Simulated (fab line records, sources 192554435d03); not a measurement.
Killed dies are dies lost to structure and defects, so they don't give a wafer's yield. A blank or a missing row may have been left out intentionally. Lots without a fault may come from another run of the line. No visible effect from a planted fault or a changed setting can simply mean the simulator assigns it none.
2 desks, one fault | flow n5Finfet | numbers are kept per desk, each desk with only its own; the story behind them comes last

AT THE METROLOGY DESK
Means of the sampled wafers that have a number, per lot and without regard to the tool the lot ran on: this is what the gauges read. The brackets show how far a lot's mean lies from the usual mean; more than 4 standard deviations puts the lot out of limits, marked OUT. Of its 14 readings 7 are shown: the one that was out of limits first, and those that lie furthest out on some lot.
Columns: A = trenchDepthNm at N5_BEOL_M4_OCD_MEAS_38, usual 56.1 nm; B = M4_THK at N5_BEOL_M4_THK_MEAS_53, usual 39.9 nm; C = M4_RS at N5_BEOL_M4_RS_MEAS_58, usual 0.67 ohm/sq; D = DIBL_N at N5_BEOL_M4_RC_MEAS_101, usual 36.8 mV/V; E = DIBL_P at N5_BEOL_M4_RC_MEAS_101, usual 37.1 mV/V; F = IOFF_N at N5_BEOL_M4_RC_MEAS_101, usual 0.18 nA/um; G = VT_N at N5_BEOL_M4_RC_MEAS_101, usual 248 mV
lot  | first seen here | A               | B               | C              | D    | E    | F    | G
L840 | day 7 11:04     | 56.8            | 40.3            | 0.66           | 36.4 | 36.9 | 0.17 | 247
L841 | day 7 19:50     | 57.1            | 41.2            | 0.64           | 39.8 | 38.7 | 0.22 | 245
L844 | day 8 16:55     | 56.1            | 39.3            | 0.67           | 32.9 | 33.3 | 0.14 | 250
L846 | day 9 09:11     | 56.4            | 40.7            | 0.65           | 37.3 | 37.7 | 0.17 | 250
L849 | day 9 19:31     | 56.2            | 40.1            | 0.67           | 38.2 | 37.9 | 0.20 | 246
L858 | day 12 04:27    | 41.8 (-14) OUT  | 25.5 (-9.6) OUT | 2.05 (+42) OUT | 32.1 | 32.2 | 0.10 | 255
L862 | day 13 02:56    | 55.8            | 41.4            | 0.64           | 36.2 | 38.6 | 0.18 | 249
L861 | day 13 10:25    | 46.7 (-9.4) OUT | 32.5 (-4.9) OUT | 1.32 (+20) OUT | 37.0 | 39.4 | 0.20 | 246
L863 | day 13 13:34    | 56.8            | 40.6            | 0.65           | 37.4 | 37.3 | 0.17 | 249
This desk's finding: out of limits on L858, L861; first on L858, day 12 04:27 (trenchDepthNm at N5_BEOL_M4_OCD_MEAS_38). L840, L841, L844, L846, L849, L862, L863 stayed within limits.

TOOL OWNER'S DESK, rieDiel-03
The tool's own readings at N5_BEOL_M4_TRENCH_ETCH_37 (etches SiOC in C4F6/O2, target depth 55.555 nm, time 29.2 s): means of the sampled wafers that have a number, for each lot that ran on this tool. The brackets show how far a lot's mean lies from the usual mean; more than 4 standard deviations puts the lot out of limits, marked OUT.
Columns: A = drypumpMotorCurrentA at N5_BEOL_M4_TRENCH_ETCH_37, usual 5.7 A; B = oesProductAu at N5_BEOL_M4_TRENCH_ETCH_37, usual 0.81 a.u.; C = rfVppV at N5_BEOL_M4_TRENCH_ETCH_37, usual 668 V; D = showerheadPlenumPTorr at N5_BEOL_M4_TRENCH_ETCH_37, usual 2.86 Torr; E = throttleValvePct at N5_BEOL_M4_TRENCH_ETCH_37, usual 20.90 %
lot  | first seen here | A   | B    | C   | D    | E
L840 | day 7 10:54     | 6.0 | 0.78 | 670 | 2.90 | 21.00
L844 | day 8 16:45     | 5.9 | 0.71 | 671 | 2.78 | 21.25
L846 | day 9 09:01     | 5.9 | 0.74 | 664 | 2.80 | 21.00
L849 | day 9 19:22     | 5.7 | 0.77 | 672 | 2.84 | 20.85
L858 | day 12 04:17    | 5.8 | 0.65 | 670 | 2.91 | 20.82
L861 | day 13 10:15    | 5.7 | 0.72 | 675 | 2.94 | 20.75
This desk's finding: nothing out of limits on any of the 6 lots.

ALL TOGETHER
On L858, L861, the metrology desk was in a position to raise an alarm at day 12 04:27.
The desk of the tool owner found nothing out of limits.
The tool owner's desk has L858, L861 on record, within its limits.
Of the lots named, all ran N5_BEOL_M4_TRENCH_ETCH_37 on rieDiel-03.

WHAT THE SIMULATOR HAD PUT IN
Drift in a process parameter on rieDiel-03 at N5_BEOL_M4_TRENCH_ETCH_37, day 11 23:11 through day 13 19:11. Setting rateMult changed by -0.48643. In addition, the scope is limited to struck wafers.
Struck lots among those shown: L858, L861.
Hours from the fault's start to each desk's first reading out of limits: the metrology desk, 5.
